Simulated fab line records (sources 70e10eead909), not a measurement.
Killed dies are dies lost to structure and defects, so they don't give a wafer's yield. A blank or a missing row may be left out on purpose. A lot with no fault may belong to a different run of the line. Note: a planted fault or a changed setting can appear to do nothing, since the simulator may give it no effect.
A sampling plan put to the test / flow nand harc / each of the 28 faults these records tell of, on one fab line, judged from the records of the lots it struck
What counts as the plan is the set of the line's own looks, namely the steps on the route at which a gauge or an inspection reads a wafer and does not change it. A look can be judged if struck wafers have a number there and the file gives its usual mean and standard deviation on fault-free wafers. Caught: the struck wafers' mean, at a look after the fault's first step, is 4 or more of those standard deviations (sigma) away from the usual mean. On the tool: the fault's steps, tested the same way using the tool's own readings. It also counts as caught if the struck wafers ran another recipe or if their record alone is blank.

THE FAULTS, as the simulator had put them in
1. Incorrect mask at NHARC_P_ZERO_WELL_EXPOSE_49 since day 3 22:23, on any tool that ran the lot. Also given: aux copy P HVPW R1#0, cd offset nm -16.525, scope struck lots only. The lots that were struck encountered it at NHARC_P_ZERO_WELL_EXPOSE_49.
2. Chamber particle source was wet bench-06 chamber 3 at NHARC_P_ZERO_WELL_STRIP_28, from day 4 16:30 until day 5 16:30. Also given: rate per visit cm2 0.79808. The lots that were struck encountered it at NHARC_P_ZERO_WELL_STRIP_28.
3. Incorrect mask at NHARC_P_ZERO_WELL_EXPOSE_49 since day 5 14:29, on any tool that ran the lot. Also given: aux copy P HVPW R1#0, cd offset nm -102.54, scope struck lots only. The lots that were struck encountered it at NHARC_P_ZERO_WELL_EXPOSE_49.
4. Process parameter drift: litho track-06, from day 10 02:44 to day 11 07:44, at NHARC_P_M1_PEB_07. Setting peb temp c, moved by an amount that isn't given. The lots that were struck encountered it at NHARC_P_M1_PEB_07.
5. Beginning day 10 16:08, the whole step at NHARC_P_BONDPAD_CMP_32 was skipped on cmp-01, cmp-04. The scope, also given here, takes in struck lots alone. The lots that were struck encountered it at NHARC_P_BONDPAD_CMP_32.
6. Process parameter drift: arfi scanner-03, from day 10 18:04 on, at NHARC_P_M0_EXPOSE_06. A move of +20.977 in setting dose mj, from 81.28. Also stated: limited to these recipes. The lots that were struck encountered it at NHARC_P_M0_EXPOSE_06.
7. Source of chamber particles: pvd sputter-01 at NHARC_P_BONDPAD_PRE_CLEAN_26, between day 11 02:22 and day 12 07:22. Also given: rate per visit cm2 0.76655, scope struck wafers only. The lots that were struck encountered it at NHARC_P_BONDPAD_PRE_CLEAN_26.
8. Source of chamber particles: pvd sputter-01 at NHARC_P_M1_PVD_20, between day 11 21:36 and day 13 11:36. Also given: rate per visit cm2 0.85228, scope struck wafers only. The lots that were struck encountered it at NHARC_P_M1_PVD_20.
9. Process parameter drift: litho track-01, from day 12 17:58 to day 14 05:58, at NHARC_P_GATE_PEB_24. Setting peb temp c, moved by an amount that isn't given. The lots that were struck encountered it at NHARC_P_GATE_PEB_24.
10. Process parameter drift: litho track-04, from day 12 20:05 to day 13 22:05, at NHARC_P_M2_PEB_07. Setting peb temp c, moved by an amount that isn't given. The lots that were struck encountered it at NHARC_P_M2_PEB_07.
11. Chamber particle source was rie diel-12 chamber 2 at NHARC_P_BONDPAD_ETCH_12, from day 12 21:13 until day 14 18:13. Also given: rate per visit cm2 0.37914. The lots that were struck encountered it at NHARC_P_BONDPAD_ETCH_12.
12. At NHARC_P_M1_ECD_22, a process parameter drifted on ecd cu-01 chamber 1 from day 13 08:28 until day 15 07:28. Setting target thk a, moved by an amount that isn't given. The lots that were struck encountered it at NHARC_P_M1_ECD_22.
13. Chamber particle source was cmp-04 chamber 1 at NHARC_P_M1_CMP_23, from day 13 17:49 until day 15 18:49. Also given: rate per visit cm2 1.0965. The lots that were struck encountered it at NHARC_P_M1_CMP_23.
14. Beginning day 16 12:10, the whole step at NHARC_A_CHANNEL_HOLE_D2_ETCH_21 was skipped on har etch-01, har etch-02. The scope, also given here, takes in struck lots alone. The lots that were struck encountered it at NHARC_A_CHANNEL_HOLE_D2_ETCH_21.
15. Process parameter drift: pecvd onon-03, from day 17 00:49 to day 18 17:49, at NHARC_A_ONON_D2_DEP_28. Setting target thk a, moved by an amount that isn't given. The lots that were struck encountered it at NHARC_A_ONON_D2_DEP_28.
16. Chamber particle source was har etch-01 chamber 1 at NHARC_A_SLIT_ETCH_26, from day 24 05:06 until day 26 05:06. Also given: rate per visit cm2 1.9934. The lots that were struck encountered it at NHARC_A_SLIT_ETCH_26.
17. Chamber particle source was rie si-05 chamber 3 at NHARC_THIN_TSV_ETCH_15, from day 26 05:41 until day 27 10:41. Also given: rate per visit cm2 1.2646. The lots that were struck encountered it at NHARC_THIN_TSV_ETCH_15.
18. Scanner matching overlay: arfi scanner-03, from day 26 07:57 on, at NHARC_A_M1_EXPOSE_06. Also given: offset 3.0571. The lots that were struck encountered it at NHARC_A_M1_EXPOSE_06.
19. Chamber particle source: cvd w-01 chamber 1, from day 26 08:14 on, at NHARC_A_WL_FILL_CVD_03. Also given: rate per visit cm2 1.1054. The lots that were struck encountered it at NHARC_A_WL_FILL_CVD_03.
20. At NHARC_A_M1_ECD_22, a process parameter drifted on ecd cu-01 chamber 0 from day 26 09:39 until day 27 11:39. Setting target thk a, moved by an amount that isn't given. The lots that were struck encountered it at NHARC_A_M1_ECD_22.
21. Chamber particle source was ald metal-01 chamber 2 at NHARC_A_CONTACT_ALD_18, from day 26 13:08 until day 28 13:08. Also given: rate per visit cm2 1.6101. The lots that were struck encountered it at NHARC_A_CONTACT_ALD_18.
22. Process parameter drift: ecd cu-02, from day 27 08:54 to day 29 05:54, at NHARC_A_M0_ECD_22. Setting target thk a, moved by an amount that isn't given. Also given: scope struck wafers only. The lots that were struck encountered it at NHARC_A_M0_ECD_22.
23. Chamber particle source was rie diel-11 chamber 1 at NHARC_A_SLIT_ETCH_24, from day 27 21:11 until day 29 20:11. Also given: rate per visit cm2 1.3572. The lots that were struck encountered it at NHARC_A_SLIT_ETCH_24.
24. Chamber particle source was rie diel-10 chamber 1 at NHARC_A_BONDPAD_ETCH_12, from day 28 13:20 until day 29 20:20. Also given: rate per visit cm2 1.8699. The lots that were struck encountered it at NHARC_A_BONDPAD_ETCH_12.
25. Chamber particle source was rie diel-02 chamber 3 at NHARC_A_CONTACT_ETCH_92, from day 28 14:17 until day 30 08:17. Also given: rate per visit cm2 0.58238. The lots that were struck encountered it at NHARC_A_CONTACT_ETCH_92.
26. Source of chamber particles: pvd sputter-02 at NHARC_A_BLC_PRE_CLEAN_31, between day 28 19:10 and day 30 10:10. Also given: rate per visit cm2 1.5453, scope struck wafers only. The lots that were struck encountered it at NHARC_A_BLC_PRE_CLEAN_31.
27. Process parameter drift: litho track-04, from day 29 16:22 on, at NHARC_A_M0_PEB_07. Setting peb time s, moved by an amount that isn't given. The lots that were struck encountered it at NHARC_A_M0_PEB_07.
28. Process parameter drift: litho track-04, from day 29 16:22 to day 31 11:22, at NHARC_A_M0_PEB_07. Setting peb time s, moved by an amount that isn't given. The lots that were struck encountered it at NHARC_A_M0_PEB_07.

WHAT THE PLAN SAW
fault=1; on the tool itself=under 2 sigma; first look that catches it=NHARC_P_ZERO_WELL_CD_MEAS_52; reading, sigma=cd nm -7.5; median hours from its first step to that look=0.2; hours from the fault's start to the first struck lot there=5; judged looks passed uncaught=0
fault=2; on the tool itself=under 2 sigma; first look that catches it=NHARC_P_ZERO_WELL_INSPECT_43; reading, sigma=raw defect count +91; median hours from its first step to that look=6.0; hours from the fault's start to the first struck lot there=13; judged looks passed uncaught=2
fault=3; on the tool itself=no reading that can be judged; first look that catches it=NHARC_P_ZERO_WELL_CD_MEAS_52; reading, sigma=cd nm -44; median hours from its first step to that look=0.2; hours from the fault's start to the first struck lot there=5; judged looks passed uncaught=0
fault=4; on the tool itself=plate temp C +35 sigma; first look that catches it=NHARC_P_M1_CD_MEAS_09; reading, sigma=cd nm +17; median hours from its first step to that look=0.1; hours from the fault's start to the first struck lot there=12; judged looks passed uncaught=0
fault=5; on the tool itself=the tool's record is blank for the struck wafers; first look that catches it=NHARC_P_BONDPAD_THK_MEAS_33; reading, sigma=thk nm +28; median hours from its first step to that look=0.2; hours from the fault's start to the first struck lot there=8; judged looks passed uncaught=0
fault=6; on the tool itself=exposure dose mJ cm2 +99 or beyond sigma; first look that catches it=NHARC_P_M0_CD_MEAS_09; reading, sigma=cd nm +11; median hours from its first step to that look=0.1; hours from the fault's start to the first struck lot there=5; judged looks passed uncaught=0
fault=7; on the tool itself=under 2 sigma; first look that catches it=NHARC_END_SORT_01; reading, sigma=killed at periphery +30; median hours from its first step to that look=423.7; hours from the fault's start to the first struck lot there=424; judged looks passed uncaught=0
fault=8; on the tool itself=under 2 sigma; first look that catches it=NHARC_END_SORT_01; reading, sigma=killed at periphery +29; median hours from its first step to that look=424.3; hours from the fault's start to the first struck lot there=441; judged looks passed uncaught=3
fault=9; on the tool itself=plate temp C -40 sigma; first look that catches it=NHARC_P_GATE_CD_MEAS_26; reading, sigma=cd nm +20; median hours from its first step to that look=0.1; hours from the fault's start to the first struck lot there=16; judged looks passed uncaught=0
fault=10; on the tool itself=plate temp C +10 sigma; first look that catches it=NHARC_P_M2_CD_MEAS_09; reading, sigma=cd nm +6.0; median hours from its first step to that look=0.1; hours from the fault's start to the first struck lot there=5; judged looks passed uncaught=0
fault=11; on the tool itself=under 2 sigma; first look that catches it=NHARC_END_SORT_01; reading, sigma=killed at periphery +29; median hours from its first step to that look=427.5; hours from the fault's start to the first struck lot there=416; judged looks passed uncaught=1
fault=12; on the tool itself=no reading that can be judged; first look that catches it=NHARC_P_M1_THK_MEAS_24; reading, sigma=thk nm -26; median hours from its first step to that look=1.0; hours from the fault's start to the first struck lot there=11; judged looks passed uncaught=0
fault=13; on the tool itself=under 2 sigma; first look that catches it=NHARC_P_M1_INSPECT_27; reading, sigma=raw defect count +4.6; median hours from its first step to that look=0.5; hours from the fault's start to the first struck lot there=29; judged looks passed uncaught=0
fault=14; on the tool itself=the tool's record is blank for the struck wafers; first look that catches it=NHARC_A_CHANNEL_HOLE_D2_CD_MEAS_31; reading, sigma=cd nm -56; median hours from its first step to that look=5.1; hours from the fault's start to the first struck lot there=6; judged looks passed uncaught=0
fault=15; on the tool itself=under 2 sigma; first look that catches it=NHARC_A_ONON_D2_THK_MEAS_30; reading, sigma=thk nm -6.4; median hours from its first step to that look=0.5; hours from the fault's start to the first struck lot there=9; judged looks passed uncaught=0
fault=16; on the tool itself=under 2 sigma; first look that catches it=NHARC_A_SIN_REMOVE_INSPECT_04; reading, sigma=raw defect count +11; median hours from its first step to that look=8.2; hours from the fault's start to the first struck lot there=18; judged looks passed uncaught=0
fault=17; on the tool itself=under 2 sigma; first look that catches it=NHARC_END_SORT_01; reading, sigma=killed at other +56; median hours from its first step to that look=21.5; hours from the fault's start to the first struck lot there=39; judged looks passed uncaught=1
fault=18; on the tool itself=no reading that can be judged; first look that catches it=NHARC_A_M1_OVL_MEAS_10; reading, sigma=overlay x nm +4.3; median hours from its first step to that look=0.2; hours from the fault's start to the first struck lot there=25; judged looks passed uncaught=0
fault=19; on the tool itself=under 2 sigma; first look that catches it=not the one look that can be judged after it; reading, sigma=strongest: killed at array at NHARC_END_SORT_01, +3.3; median hours from its first step to that look=-; hours from the fault's start to the first struck lot there=-; judged looks passed uncaught=1
fault=20; on the tool itself=no reading that can be judged; first look that catches it=no look after it can be judged; reading, sigma=-; median hours from its first step to that look=-; hours from the fault's start to the first struck lot there=-; judged looks passed uncaught=0
fault=21; on the tool itself=under 2 sigma; first look that catches it=none of the 2 looks that can be judged after it; reading, sigma=strongest: killed dies at NHARC_END_SORT_01, +3.0; median hours from its first step to that look=-; hours from the fault's start to the first struck lot there=-; judged looks passed uncaught=2
fault=22; on the tool itself=no reading that can be judged; first look that catches it=not the one look that can be judged after it; reading, sigma=-; median hours from its first step to that look=-; hours from the fault's start to the first struck lot there=-; judged looks passed uncaught=1
fault=23; on the tool itself=under 2 sigma; first look that catches it=NHARC_A_SIN_REMOVE_INSPECT_04; reading, sigma=raw defect count +7.6; median hours from its first step to that look=13.8; hours from the fault's start to the first struck lot there=19; judged looks passed uncaught=1
fault=24; on the tool itself=under 2 sigma; first look that catches it=NHARC_END_SORT_01; reading, sigma=sort_bin_3_pct +16; median hours from its first step to that look=38.9; hours from the fault's start to the first struck lot there=40; judged looks passed uncaught=0
fault=25; on the tool itself=only faintly: ch3f flow sccm -2.2 sigma; first look that catches it=not the one look that can be judged after it; reading, sigma=strongest: killed dies at NHARC_END_SORT_01, +3.0; median hours from its first step to that look=-; hours from the fault's start to the first struck lot there=-; judged looks passed uncaught=1
fault=26; on the tool itself=no reading that can be judged; first look that catches it=none of the 4 looks that can be judged after it; reading, sigma=strongest: killed at array at NHARC_END_SORT_01, +3.6; median hours from its first step to that look=-; hours from the fault's start to the first struck lot there=-; judged looks passed uncaught=4
fault=27; on the tool itself=under 2 sigma; first look that catches it=NHARC_A_M0_CD_MEAS_09; reading, sigma=cd nm +10; median hours from its first step to that look=0.1; hours from the fault's start to the first struck lot there=16; judged looks passed uncaught=0
fault=28; on the tool itself=no reading that can be judged; first look that catches it=NHARC_A_M0_CD_MEAS_09; reading, sigma=cd nm +7.6; median hours from its first step to that look=0.1; hours from the fault's start to the first struck lot there=16; judged looks passed uncaught=0
Dash: fault not caught, or number not given in these records.

Caught at a look: 22 of 28. Caught on the tool: 6 of 28. By one or the other: 22 of 28.
Caught at a look alone: faults 1, 2, 3, 7, 8, 11, 12, 13, 15, 16, 17, 18, 23, 24, 27, 28.
Caught by neither: faults 19, 20, 21, 22, 25, 26.

THINNER SAMPLING
Were the look that catches a fault to measure just every second or every third lot (counted by lot number), the first struck lot would, at worst, be measured this late:
fault=1; struck lots at that look, in order of time=L750; every lot=5 h; every second lot=may miss it; every third lot=may miss it
fault=2; struck lots at that look, in order of time=L742, L743; every lot=13 h; every second lot=19 h; every third lot=may miss all 2
fault=3; struck lots at that look, in order of time=L841; every lot=5 h; every second lot=may miss it; every third lot=may miss it
fault=4; struck lots at that look, in order of time=L478, L480; every lot=12 h; every second lot=may miss all 2; every third lot=may miss all 2
fault=5; struck lots at that look, in order of time=L486, L487; every lot=8 h; every second lot=10 h; every third lot=may miss all 2
fault=6; struck lots at that look, in order of time=L777, L778, L781, L782; every lot=5 h; every second lot=37 h; every third lot=58 h
fault=7; struck lots at that look, in order of time=L532, L531; every lot=424 h; every second lot=436 h; every third lot=may miss all 2
fault=8; struck lots at that look, in order of time=L406; every lot=441 h; every second lot=may miss it; every third lot=may miss it
fault=9; struck lots at that look, in order of time=L405, L406; every lot=16 h; every second lot=21 h; every third lot=may miss all 2
fault=10; struck lots at that look, in order of time=L454, L455; every lot=5 h; every second lot=17 h; every third lot=may miss all 2
fault=11; struck lots at that look, in order of time=L714, L716; every lot=416 h; every second lot=may miss all 2; every third lot=may miss all 2
fault=12; struck lots at that look, in order of time=L963, L965; every lot=11 h; every second lot=may miss all 2; every third lot=may miss all 2
fault=13; struck lots at that look, in order of time=L346, L348; every lot=29 h; every second lot=may miss all 2; every third lot=may miss all 2
fault=14; struck lots at that look, in order of time=L936, L937, L938; every lot=6 h; every second lot=16 h; every third lot=24 h
fault=15; struck lots at that look, in order of time=L362, L364; every lot=9 h; every second lot=may miss all 2; every third lot=may miss all 2
fault=16; struck lots at that look, in order of time=L333, L336; every lot=18 h; every second lot=41 h; every third lot=may miss all 2
fault=17; struck lots at that look, in order of time=L805; every lot=39 h; every second lot=may miss it; every third lot=may miss it
fault=18; struck lots at that look, in order of time=L197; every lot=25 h; every second lot=may miss it; every third lot=may miss it
fault=23; struck lots at that look, in order of time=L179, L181; every lot=19 h; every second lot=may miss all 2; every third lot=may miss all 2
fault=24; struck lots at that look, in order of time=L664; every lot=40 h; every second lot=may miss it; every third lot=may miss it
fault=27; struck lots at that look, in order of time=L860, L862; every lot=16 h; every second lot=may miss all 2; every third lot=may miss all 2
fault=28; struck lots at that look, in order of time=L868, L870; every lot=16 h; every second lot=may miss all 2; every third lot=may miss all 2
The hour figures run from when the fault began to the first measured lot among those it struck. Since the struck wafers were tested as one group against 4 sigma, a single lot by itself may lie under the limit. Other struck lots may not be in these records.

THE LONGEST TIMED WAY FROM STEP TO LOOK
In fault 11, a median of 427.5 hours elapses between NHARC_P_BONDPAD_ETCH_12 and NHARC_END_SORT_01. The look between them that can be judged stayed within 4 sigma: NHARC_THIN_TSV_THK_MEAS_02.
